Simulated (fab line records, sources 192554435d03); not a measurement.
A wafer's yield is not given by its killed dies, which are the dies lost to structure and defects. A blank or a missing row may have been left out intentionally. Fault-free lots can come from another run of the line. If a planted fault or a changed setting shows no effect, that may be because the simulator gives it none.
fab line records	flow n5-finfet
record lots=7	wafers=17	last-day=16
route steps=1938 shown PMOS_HMC_CHANNEL_EPI@57
lots that met no fault: from a run of the same line without faults
start-h: start of the lot's first displayed wafer, in hours after the record's first day	wait-h: how many hours have passed since the lot's step before this one	" repeats the value in the row above	L1.1+2: one row covering several wafers at once	- no value, or no start given	* or withheld: withheld	< > ~ a bound
route shown NAME@n: NAME is a module with steps in the file, n the number in the route of the first one	usual: mean/standard deviation taken from wafers without a fault	same: alike in all rows	chamber/n: place in a boat	sites: per-site readings	_std_site: their standard deviation	_edge_site: inner sites' mean taken away from outer sites' mean	radius-mm: how far each site lies from the wafer's centre	mask NAME#n: copy n	behind: the last tool/chamber to shape the wafer	hold: why the lot was held/for how many hours/how that ended	device: the transistor (n, p or np) that didn't switch	end of line: the same wafers' tests at the end of the route	for a step that has no rows: nothing shown but its recipe	killed: dies that structure and defects cost at the first sort, which is not the same as the wafer's yield	map: per-die view of a wafer (x killed, . not killed, _ where there is no die)
set.NAME: the run value of the setting; set.NAME@STEP: its run value at that earlier step	model.NAME: the simulator's own value behind a step, which no gauge read
lots seen at some steps along the route; tables by step, rows by wafer
services: when a tool's chamber went out of use (start-h, in hours from the record's first day, below 0 if earlier), for how many hours, and the reason
## steps
# step N5_PMOS_HMC_CHANNEL_EPI_HM_DEP_34
# recipe material=SiO2	target-thk-a=360	temp-c=400	precursor=TEOS/O2	pressure-torr=6.5	rf-w=900	teos-flow-sccm=161.4	gas=O2	flow-sccm=2650	time-s=6.9
# usual heater-power-w=542/86	showerhead-plenum-p-Torr=8.34/0.031	throttle-valve-pct=18.9/0.52
lot.wafer	tool	chamber	start-h	wait-h	heater-power-w	showerhead-plenum-p-Torr	since-wet-clean-h	throttle-valve-pct
L900.1	pecvd-02	0	34.80	0.0	628	8.36	557	18.9
L900.2	"	1	"	"	618	8.31	1282	19.2
L902.4	pecvd-04	1	47.44	0.0	632	8.36	-	18.4
L902.5	"	1	"	"	618	8.39	-	18.5
L903.2	pecvd-04	0	53.10	0.0	491	8.32	757	19.1
L903.5	"	2	"	"	489	8.31	-	18.9
L903.6	"	0	"	"	495	8.33	-	19.1
L905.2	pecvd-02	0	64.73	0.0	579	8.39	587	18.9
L905.5	"	2	"	"	481	8.30	-	19.4
L905.6	"	0	"	"	587	8.38	-	18.8
L906.2	pecvd-03	1	71.41	0.0	555	8.29	1682	19.2
L906.3	"	2	"	"	447	8.35	203	17.5
L915.4	pecvd-02	1	125.08	0.0	580	8.31	-	18.9
L915.5	"	0	"	"	695	8.34	-	19.2
L919.1	pecvd-04	1	149.07	0.0	579	8.36	1578	18.6
L919.2	"	0	"	"	496	8.31	853	19.0
L919.3	"	2	"	"	582	8.31	98	19.2
# step N5_PMOS_HMC_CHANNEL_EPI_COAT_31
# recipe resist=BARC	temp-c=205	time-s=60	spin-rpm=1500	resist-thk-nm=66
# step N5_PMOS_HMC_CHANNEL_EPI_COAT_03
# recipe resist=CAR-ArF-block	spin-rpm=1500	resist-thk-nm=205
# step N5_PMOS_HMC_CHANNEL_EPI_EBR_05
# recipe solvent=PGMEA	ebr-width-mm=1.5
# step N5_PMOS_HMC_CHANNEL_EPI_SOFTBAKE_04
# recipe temp-c=110	time-s=60	resist=CAR-ArF-block
# step N5_PMOS_HMC_CHANNEL_EPI_EXPOSE_06
# recipe mask-id=PMOS_HMC_BLK	na=1.35	source-shape=conventional	sigma-outer=0.8	polarization=unpolarized	target-cd-nm=240	dose-mj=41
# step N5_PMOS_HMC_CHANNEL_EPI_PEB_07
# recipe peb-temp-c=110	peb-time-s=60	resist=CAR-ArF-block
# step N5_PMOS_HMC_CHANNEL_EPI_DEVELOP_08
# recipe develop-time-s=30	developer=TMAH	resist=CAR-ArF-block	dev-temp-c=23	rinse-liquid=diw	dry=air-spin
# step N5_PMOS_HMC_CHANNEL_EPI_CD_MEAS_09
# recipe target-cd-nm=237.4	landing-energy-ev=500	detector=se-inlens
# usual cd-nm=236.7/1.4
lot.wafer	tool	chamber	start-h	wait-h	cd-nm
L900.1	cd-sem-03	0	35.08	-	234.0
L900.2	"	0	"	"	234.5
L902.4	cd-sem-02	0	47.85	-	235.4
L902.5	"	0	"	"	234.2
L903.2	cd-sem-02	0	53.52	-	234.6
L903.5	"	0	"	"	235.9
L903.6	"	0	"	"	235.5
L905.2	cd-sem-03	0	65.01	-	237.1
L905.5	"	0	"	"	237.6
L905.6	"	0	"	"	238.8
L906.2	cd-sem-01	0	71.82	-	237.7
L906.3	"	0	"	"	236.9
L915.4	cd-sem-03	0	125.35	-	237.0
L915.5	"	0	"	"	237.2
L919.1	cd-sem-02	0	149.47	-	238.4
L919.2	"	0	"	"	237.3
L919.3	"	0	"	"	236.9
# step N5_PMOS_HMC_CHANNEL_EPI_OVL_MEAS_10
# recipe points-per-wafer=44
# usual PMOS_HMC_BLK_OVL=0.4/0.69
lot.wafer	tool	chamber	start-h	wait-h	PMOS_HMC_BLK_OVL[nm]
L900.1	overlay-02	0	35.11	0.0	0.5
L900.2	"	0	"	"	-0.1
L902.4	overlay-01	0	47.88	0.0	-0.5
L902.5	"	0	"	"	1.0
L903.2	overlay-01	0	53.55	0.0	0.3
L903.5	"	0	"	"	0.6
L903.6	"	0	"	"	0.8
L905.2	overlay-01	0	65.04	0.0	0.5
L905.5	"	0	"	"	0.8
L905.6	"	0	"	"	0.1
L906.2	overlay-02	0	71.85	0.0	-1.4
L906.3	"	0	"	"	-1.2
L915.4	overlay-01	0	125.38	0.0	1.1
L915.5	"	0	"	"	0.3
L919.1	overlay-01	0	149.50	0.0	1.0
L919.2	"	0	"	"	0.5
L919.3	"	0	"	"	0.0
# step N5_PMOS_HMC_CHANNEL_EPI_INSPECT_11
# recipe mode=adi	inspect-instrument=macro
# usual raw-defect-count=2.2/1.4
lot.wafer	tool	chamber	start-h	wait-h	raw-defect-count
L900.1	defect-inspect-02	-	35.13	0.0	1
L900.2	"	-	"	"	0
L902.4	defect-inspect-01	-	47.90	0.0	6
L902.5	"	-	"	"	1
L903.2	defect-inspect-01	-	53.57	0.0	2
L903.5	"	-	"	"	1
L903.6	"	-	"	"	3
L905.2	defect-inspect-02	-	65.23	0.2	1
L905.5	"	-	"	"	2
L905.6	"	-	"	"	0
L906.2	defect-inspect-02	-	71.87	0.0	3
L906.3	"	-	"	"	1
L915.4	defect-inspect-01	-	125.40	0.0	3
L915.5	"	-	"	"	1
L919.1	defect-inspect-01	-	149.52	0.0	1
L919.2	"	-	"	"	3
L919.3	"	-	"	"	1
# step N5_PMOS_HMC_CHANNEL_EPI_DESCUM_14
# recipe chemistry=O2	time-s=7.9	source-power-w=50	bias-power-w=20	pressure-mtorr=20	rf-frequency-hz=2.712e+07	temp-c=40	resist=CAR-ArF-block	o2-flow-sccm=225
# usual chamber-pressure-mTorr=20.000/0.017	drypump-motor-current-A=5.5/0.54	oes-product-au=0.79/0.087	rf-vpp-V=243.1/1.6	showerhead-plenum-p-Torr=2.08/0.08	temp-c=40.01/0.12	throttle-valve-pct=20.52/0.22
lot.wafer	tool	chamber	start-h	wait-h	chamber-pressure-mTorr	drypump-motor-current-A	oes-product-au	rf-hours-counter-h	rf-vpp-V	showerhead-plenum-p-Torr	temp-c	throttle-valve-pct
L900.1	rie-diel-06	0	35.17	0.0	20.009	6.3	0.74	177	240.8	1.98	40.06	20.72
L900.2	"	2	"	"	20.022	4.7	0.73	185	242.8	2.08	39.93	20.70
L902.4	rie-diel-06	2	47.93	0.0	19.975	4.7	0.72	190	243.8	2.08	40.13	20.69
L902.5	"	0	"	"	19.978	6.2	0.74	-	242.6	1.98	40.07	20.72
L903.2	rie-diel-06	3	53.61	0.0	19.982	4.7	0.89	51	243.6	2.12	40.18	20.39
L903.5	"	1	"	"	19.993	5.4	0.84	-	244.9	2.20	39.82	20.15
L903.6	"	2	"	"	20.037	4.7	0.72	-	242.6	2.08	40.01	20.70
L905.2	rie-diel-06	2	65.27	0.0	19.998	4.7	0.71	196	243.3	2.08	39.91	20.71
L905.5	"	1	"	"	20.003	5.4	0.84	-	245.2	2.20	40.14	20.13
L905.6	"	2	"	"	19.987	4.7	0.71	-	242.1	2.08	40.01	20.71
L906.2	rie-diel-06	3	72.03	0.2	20.015	4.7	0.90	56	244.3	2.12	40.00	20.40
L906.3	"	0	"	"	20.019	6.2	0.73	188	241.8	1.98	39.94	20.72
L915.4	rie-diel-03	1	125.44	0.0	19.977	5.0	0.94	10	245.1	2.23	39.98	20.10
L915.5	"	2	"	"	20.031	5.3	0.92	-	242.2	2.06	39.95	20.53
L919.1	rie-diel-06	1	149.56	0.0	19.986	5.4	0.80	89	244.6	2.19	39.97	20.17
L919.2	"	3	"	"	19.999	4.7	0.86	83	244.3	2.11	40.02	20.42
L919.3	"	2	"	"	20.020	4.8	0.71	218	244.5	2.07	39.98	20.75
# step N5_PMOS_HMC_CHANNEL_EPI_ETCH_32
# recipe chemistry=N2/H2	target=BARC	stop-on=SiO2	target-depth-a=858	over-etch-frac=0.3	time-s=50.3	ion-energy-ev=200	mask-material=CAR-ArF-block	pressure-mtorr=30	source-w=840	bias-w=150	n2-flow-sccm=200	h2-flow-sccm=200
# usual chamber-pressure-mTorr=29.998/0.025	drypump-motor-current-A=5.5/0.54	h2-flow-sccm=200.0/0.54	oes-product-au=0.67/0.065	rf-vpp-V=523.5/2.7	showerhead-plenum-p-Torr=2.53/0.096	throttle-valve-pct=17.94/0.28
lot.wafer	tool	chamber	start-h	wait-h	chamber-pressure-mTorr	drypump-motor-current-A	h2-flow-sccm	oes-product-au	rf-hours-counter-h	rf-vpp-V	showerhead-plenum-p-Torr	throttle-valve-pct	model.CAR-ArF-block_of_PMOS_HMC_CHANNEL_EPI_COAT_03.thk-nm	model.PMOS_HMC_CHANNEL_EPI.cd-nm	model.SiO2_of_PMOS_HMC_CHANNEL_EPI_HM_DEP_34.thk-nm
L900.1	rie-diel-06	0	35.20	0.0	30.026	6.2	200.1	0.63	177	522.4	2.44	18.32	133.3	237.2	36
L900.2	"	2	"	"	30.009	4.8	200.4	0.63	185	522.9	2.53	18.16	135.8	236.4	35.71
L902.4	rie-diel-06	2	47.97	0.0	30.043	4.7	199.8	0.62	190	523.1	2.53	18.18	137.4	238.3	35.69
L902.5	"	0	"	"	30.027	6.2	199.4	0.64	-	520.5	2.44	18.35	134.3	238	35.88
L903.2	rie-diel-06	3	53.64	0.0	29.984	4.8	200.4	0.76	51	525.3	2.57	17.73	85.16	244.7	35.44
L903.5	"	1	"	"	30.037	5.4	200.4	0.72	-	526.9	2.66	17.43	128.8	238.6	36.62
L903.6	"	2	"	"	29.976	4.7	199.3	0.62	-	523.8	2.53	18.16	135.6	237.7	37.09
L905.2	rie-diel-06	2	65.30	0.0	30.017	4.7	199.4	0.62	196	523.6	2.52	18.19	95.41	245.4	34.77
L905.5	"	1	"	"	30.008	5.4	201.0	0.72	-	530.3	2.66	17.44	129	240.8	36.23
L905.6	"	2	"	"	29.977	4.7	199.9	0.62	-	522.2	2.52	18.18	136.9	241.1	36.49
L906.2	rie-diel-06	3	72.06	0.0	29.994	4.8	200.3	0.75	56	525.0	2.57	17.73	83.9	248.7	34.47
L906.3	"	0	"	"	30.002	6.2	199.1	0.63	188	520.9	2.44	18.34	90.51	246.5	33.74
L915.4	rie-diel-03	1	125.47	0.0	29.987	5.0	200.6	0.80	10	527.9	2.72	17.61	133.3	240.3	36.18
L915.5	"	2	"	"	29.994	5.3	200.6	0.76	-	524.2	2.48	17.79	132.7	239.7	36.97
L919.1	rie-diel-06	1	149.59	0.0	30.029	5.4	199.3	0.69	89	527.0	2.65	17.48	129.4	241.6	35.61
L919.2	"	3	"	"	29.993	4.7	200.7	0.72	83	524.3	2.56	17.78	130.8	240.4	36.06
L919.3	"	2	"	"	29.983	4.7	199.6	0.61	218	522.0	2.51	18.23	136.2	238.6	36.6
# step N5_PMOS_HMC_CHANNEL_EPI_HM_OPEN_15
# recipe chemistry=CHF3/O2	target=SiO2	mask-material=CAR-ArF-block	target-depth-a=406	CHF3_flow_sccm=50	O2_flow_sccm=5	Ar_flow_sccm=200	time-s=20.3	pressure-mtorr=30	source-w=650	bias-w=170	ion-energy-ev=200
# usual chamber-pressure-mTorr=29.999/0.026	drypump-motor-current-A=5.5/0.54	oes-product-au=0.78/0.087	rf-vpp-V=516/11	showerhead-plenum-p-Torr=2.40/0.097	throttle-valve-pct=19.00/0.22
lot.wafer	tool	chamber	start-h	wait-h	chamber-pressure-mTorr	drypump-motor-current-A	oes-product-au	rf-hours-counter-h	rf-vpp-V	showerhead-plenum-p-Torr	throttle-valve-pct	model.CAR-ArF-block_of_PMOS_HMC_CHANNEL_EPI_COAT_03.thk-nm
L900.1	rie-diel-06	0	35.25	0.0	30.006	6.2	0.74	177	531	2.29	19.23	92.34
L900.2	"	2	"	"	29.997	4.7	0.71	185	512	2.41	19.22	97.65
L902.4	rie-diel-06	2	48.01	0.0	30.002	4.7	0.72	190	510	2.41	19.25	98.72
L902.5	"	0	"	"	29.990	6.3	0.75	-	530	2.29	19.23	92.98
L903.2	rie-diel-06	3	53.68	0.0	30.029	4.8	0.89	51	515	2.42	18.77	44.09
L903.5	"	1	"	"	30.001	5.4	0.85	-	512	2.56	18.77	88.11
L903.6	"	2	"	"	29.971	4.7	0.70	-	512	2.41	19.23	97.74
L905.2	rie-diel-06	2	65.34	0.0	30.024	4.7	0.70	196	512	2.41	19.25	57.27
L905.5	"	1	"	"	29.982	5.4	0.85	-	512	2.56	18.79	87.32
L905.6	"	2	"	"	29.985	4.8	0.71	-	511	2.41	19.25	98.8
L906.2	rie-diel-06	3	72.10	0.0	29.974	4.8	0.89	56	516	2.42	18.77	42.07
L906.3	"	0	"	"	30.008	6.2	0.73	188	532	2.29	19.26	49.96
L915.4	rie-diel-03	1	125.51	0.0	30.028	5.0	0.93	10	507	2.56	18.61	92.57
L915.5	"	2	"	"	29.988	5.3	0.88	-	522	2.37	18.99	92.72
L919.1	rie-diel-06	1	149.64	0.0	29.997	5.4	0.82	89	510	2.55	18.82	88.83
L919.2	"	3	"	"	30.030	4.8	0.86	83	516	2.41	18.83	89.29
L919.3	"	2	"	"	29.976	4.7	0.70	218	510	2.40	19.27	97.81
# step N5_PMOS_HMC_CHANNEL_EPI_STRIP_33
# recipe chemistry=N2/H2	power-w=500	temp-c=40	pressure-mtorr=50	rf-frequency-hz=6e+07	overash-fraction=0.3	bias-power-w=8	h2-frac=0.5	n2-flow-sccm=300	h2-flow-sccm=300
# usual chamber-pressure-mTorr=50.00/0.089	drypump-motor-current-A=5.5/0.54	h2-flow-sccm=300.0/0.91	oes-product-au=0.79/0.087	rf-vpp-V=54.1/1.7	showerhead-plenum-p-Torr=3.34/0.12	temp-c=39.99/0.12	throttle-valve-pct=18.9/0.41
lot.wafer	tool	chamber	start-h	wait-h	chamber-pressure-mTorr	drypump-motor-current-A	h2-flow-sccm	oes-product-au	rf-hours-counter-h	rf-vpp-V	showerhead-plenum-p-Torr	temp-c	throttle-valve-pct
L900.1	rie-diel-06	0	35.30	0.0	50.06	6.2	300.8	0.75	177	52.9	3.23	39.96	19.4
L900.2	"	2	"	"	50.06	4.7	301.7	0.73	185	53.1	3.34	40.16	19.2
L902.4	rie-diel-06	2	48.07	0.0	49.85	4.7	300.2	0.73	190	57.5	3.34	40.09	19.3
L902.5	"	0	"	"	49.82	6.3	299.3	0.75	-	52.3	3.23	40.06	19.4
L903.2	rie-diel-06	3	53.74	0.0	49.93	4.8	299.5	0.91	51	54.8	3.40	40.17	18.7
L903.5	"	1	"	"	50.25	5.4	300.1	0.83	-	54.1	3.51	39.91	18.2
L903.6	"	2	"	"	49.93	4.7	299.5	0.71	-	56.9	3.34	39.99	19.2
L905.2	rie-diel-06	2	65.40	0.0	49.96	4.8	299.4	0.72	196	53.6	3.33	40.00	19.2
L905.5	"	1	"	"	49.84	5.4	300.0	0.83	-	56.3	3.51	40.07	18.2
L905.6	"	2	"	"	50.06	4.7	300.4	0.72	-	55.5	3.33	39.94	19.2
L906.2	rie-diel-06	3	72.16	0.0	49.90	4.8	298.3	0.90	56	53.8	3.39	40.20	18.7
L906.3	"	0	"	"	49.89	6.2	301.0	0.73	188	54.3	3.23	39.73	19.4
L915.4	rie-diel-03	1	125.57	0.0	50.10	5.1	300.3	0.94	10	56.8	3.59	40.01	18.7
L915.5	"	2	"	"	49.93	5.3	300.8	0.92	-	55.3	3.28	40.05	18.6
L919.1	rie-diel-06	1	149.69	0.0	50.16	5.4	300.2	0.82	89	55.4	3.50	39.99	18.2
L919.2	"	3	"	"	50.11	4.8	299.4	0.85	83	53.4	3.38	39.91	18.7
L919.3	"	2	"	"	50.03	4.7	300.5	0.70	218	54.4	3.32	39.95	19.3
# step N5_PMOS_HMC_CHANNEL_EPI_STRIP_17
# recipe chemistry=SPM	time-s=750	temp-c=130	h2so4-h2o2-vol-ratio=4	dry=ipa-marangoni
# step N5_PMOS_HMC_CHANNEL_EPI_ETCH_38
# recipe chemistry=CF4	target=SiO2	target-depth-a=15	ion-energy-ev=350	pressure-mtorr=10	icp-w=800	bias-w=400	cf4-flow-sccm=80
# usual chamber-pressure-mTorr=10.000/0.009	drypump-motor-current-A=5.7/0.44	oes-product-au=1.003/0.025	throttle-valve-pct=21.90/0.22
lot.wafer	tool	chamber	start-h	wait-h	chamber-pressure-mTorr	drypump-motor-current-A	oes-product-au	rf-hours-counter-h	throttle-valve-pct
L900.1	rie-si-03	2	35.61	0.0	10.001	5.2	0.999	164	21.62
L900.2	"	3	"	"	9.991	5.6	0.995	199	22.02
L902.4	rie-si-02	0	48.41	0.0	10.000	6.1	1.028	191	22.11
L902.5	"	1	"	"	9.995	5.2	0.999	-	21.80
L903.2	rie-si-02	2	54.04	0.0	10.010	6.3	0.969	34	21.97
L903.5	"	2	"	"	10.007	6.3	0.964	-	21.94
L903.6	"	1	"	"	10.006	5.2	0.995	-	21.79
L905.2	rie-si-02	3	65.70	0.0	10.003	5.8	0.954	44	21.59
L905.5	"	1	"	"	9.999	5.3	1.002	-	21.78
L905.6	"	2	"	"	9.997	6.4	0.970	-	21.96
L906.2	rie-si-03	3	72.46	0.0	10.006	5.6	0.990	199	22.02
L906.3	"	1	"	"	10.000	5.6	0.972	121	21.56
L915.4	rie-si-03	2	125.87	0.0	10.004	5.2	1.009	166	21.62
L915.5	"	3	"	"	9.999	5.6	1.024	-	22.09
L919.1	rie-si-02	1	150.00	0.0	10.007	5.2	0.978	86	21.78
L919.2	"	2	"	"	10.000	6.3	0.963	36	21.96
L919.3	"	3	"	"	9.998	5.8	0.946	46	21.57
# step N5_PMOS_HMC_CHANNEL_EPI_FIN_RECESS_16
# recipe chemistry=HBr/Cl2	target=Si	mask-material=SiO2	target-depth-a=540	time-s=18	pressure-mtorr=10	icp-w=800	bias-w=75	HBr_flow_sccm=150	Cl2_flow_sccm=80
# usual chamber-pressure-mTorr=9.999/0.0086	drypump-motor-current-A=5.7/0.44	oes-product-au=1.001/0.022	throttle-valve-pct=35.6/0.39
lot.wafer	tool	chamber	start-h	wait-h	chamber-pressure-mTorr	drypump-motor-current-A	oes-product-au	rf-hours-counter-h	throttle-valve-pct	model.PMOS_HMC_CHANNEL_EPI.cd-nm
L900.1	rie-si-03	2	35.63	0.0	9.982	5.2	1.005	164	35.0	237.2
L900.2	"	3	"	"	10.003	5.6	1.003	199	35.8	236.3
L902.4	rie-si-02	0	48.43	0.0	10.000	6.1	1.016	191	35.9	238.1
L902.5	"	1	"	"	9.989	5.2	0.988	-	35.6	238.2
L903.2	rie-si-02	2	54.06	0.0	9.996	6.3	0.966	34	36.1	244.7
L903.5	"	2	"	"	10.024	6.4	0.959	-	36.1	238.6
L903.6	"	1	"	"	10.000	5.3	0.983	-	35.6	237.5
L905.2	rie-si-02	3	65.72	0.0	10.004	5.8	0.961	44	34.8	245.5
L905.5	"	1	"	"	10.007	5.2	0.976	-	35.6	240.9
L905.6	"	2	"	"	10.013	6.3	0.968	-	36.1	241
L906.2	rie-si-03	3	72.48	0.0	10.003	5.6	0.994	199	35.8	249
L906.3	"	1	"	"	9.994	5.6	0.965	121	35.1	246.6
L915.4	rie-si-03	2	125.89	0.0	9.989	5.2	0.998	166	35.0	240.3
L915.5	"	3	"	"	10.003	5.5	1.004	-	36.1	239.4
L919.1	rie-si-02	1	150.02	0.0	10.004	5.3	0.970	86	35.6	241.7
L919.2	"	2	"	"	9.985	6.4	0.963	36	36.1	240.7
L919.3	"	3	"	"	9.999	5.9	0.958	46	34.8	238.8
# step N5_PMOS_HMC_CHANNEL_EPI_PRECLEAN_36
# recipe chemistry=O3/DIW	time-s=45	temp-c=22	o3-ppm=10
# step N5_PMOS_HMC_CHANNEL_EPI_PRECLEAN_18
# recipe chemistry=DHF	time-s=30	temp-c=25	dilution=withheld
# usual temp-c=25.00/0.1
lot.wafer	tool	chamber	start-h	wait-h	temp-c	model.SiO2_of_PMOS_HMC_CHANNEL_EPI_HM_DEP_34.thk-nm
L900.1	wet-bench-01	2	35.74	0.0	24.91	24.86
L900.2	"	6	"	"	25.03	24.3
L902.4	wet-bench-03	7	48.55	0.0	24.87	24.43
L902.5	"	3	"	"	25.09	24.6
L903.2	wet-bench-01	3	54.17	0.0	24.96	24.48
L903.5	"	1	"	"	24.86	25.72
L903.6	"	6	"	"	25.00	25.9
L905.2	wet-bench-03	7	65.84	0.0	25.06	23.58
L905.5	"	0	"	"	25.00	25.1
L905.6	"	1	"	"	25.02	25.53
L906.2	wet-bench-01	7	72.59	0.0	24.90	23.25
L906.3	"	6	"	"	25.05	22.69
L915.4	wet-bench-01	2	126.01	0.0	24.94	25.27
L915.5	"	0	"	"	25.05	25.85
L919.1	wet-bench-03	0	150.13	0.0	24.91	24.62
L919.2	"	5	"	"	24.99	25.23
L919.3	"	7	"	"	25.08	25.53
# step N5_PMOS_HMC_CHANNEL_EPI_SRD_19
# recipe dry=ipa-marangoni	do-ppb=5	time-s=30	temp-c=23	rinse-liquid=diw
## services
tool	chamber	start-h	hours	kind
pecvd-04	0	17.10	5.5	scheduled-down
rie-diel-03	2	20.22	-	clean
rie-diel-03	2	20.22	-	consumable-replace:focus-ring
rie-diel-03	2	20.22	17.6	scheduled-down
rie-diel-03	2	20.22	17.6	vent-cycle
pecvd-04	2	22.56	-	clean
pecvd-04	2	22.56	-	consumable-replace:showerhead
pecvd-04	2	22.56	29.0	scheduled-down
pecvd-04	2	22.56	29.0	vent-cycle
rie-si-02	0	44.16	3.5	repair
rie-diel-03	-	48.55	2.8	pm
pecvd-04	1	49.31	22.6	repair
rie-diel-03	-	51.49	0.5	repair
wet-bench-01	-	65.48	2.3	repair
rie-diel-06	1	70.09	4.3	repair
rie-si-03	3	78.49	-	clean
rie-si-03	3	78.49	20.6	scheduled-down
rie-si-03	3	78.49	20.6	vent-cycle
pecvd-02	1	79.34	13.8	repair
pecvd-03	-	88.57	0.7	repair
rie-diel-06	-	98.98	0.4	repair
pecvd-04	-	112.89	4.0	repair
rie-diel-03	0	115.96	8.9	repair
rie-si-03	-	126.25	0.8	repair
## key
first-sign none at tools or gauges
model-effect step=N5_PMOS_HMC_CHANNEL_EPI_ETCH_32	value=CAR-ArF-block_of_PMOS_HMC_CHANNEL_EPI_COAT_03.thk-nm	without=133.1	struck=88.74
model-effect step=N5_PMOS_HMC_CHANNEL_EPI_HM_OPEN_15	value=CAR-ArF-block_of_PMOS_HMC_CHANNEL_EPI_COAT_03.thk-nm	without=92.68	struck=48.35
model-effect step=N5_PMOS_HMC_CHANNEL_EPI_FIN_RECESS_16	value=PMOS_HMC_CHANNEL_EPI.cd-nm	without=240.1	struck=246.5
model-effect step=N5_PMOS_HMC_CHANNEL_EPI_PRECLEAN_18	value=SiO2_of_PMOS_HMC_CHANNEL_EPI_HM_DEP_34.thk-nm	without=24.95	struck=23.5
met-at N5_PMOS_HMC_CHANNEL_EPI_ETCH_32
struck-wafers L903.2,L905.2,L906.2,L906.3
tester-left-out L903,L905,L906
baseline-loss step=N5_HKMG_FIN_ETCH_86	wafers=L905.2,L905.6
baseline-loss step=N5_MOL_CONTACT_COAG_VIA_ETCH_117	wafers=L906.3
onset-between 47.97 53.64
fault kind=process-parameter-drift	tool=rie-diel-06	chamber=-	onset-h=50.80	steps=N5_PMOS_HMC_CHANNEL_EPI_ETCH_32	channel=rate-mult	offset=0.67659	shape=step	end-h=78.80	scope=struck-wafers-only
# tester-left-out: of these lots the tester's yield and bins aren't shown, on N5 and GAA mostly nor the transistor test; their killed dies are dies lost to structure and defects alone, not to doping, threshold or leakage, so they don't give the yield
# baseline-loss: these wafers lose ten dies or more at that step, a loss of the line's own and not of a fault; the sort's usual values leave them out
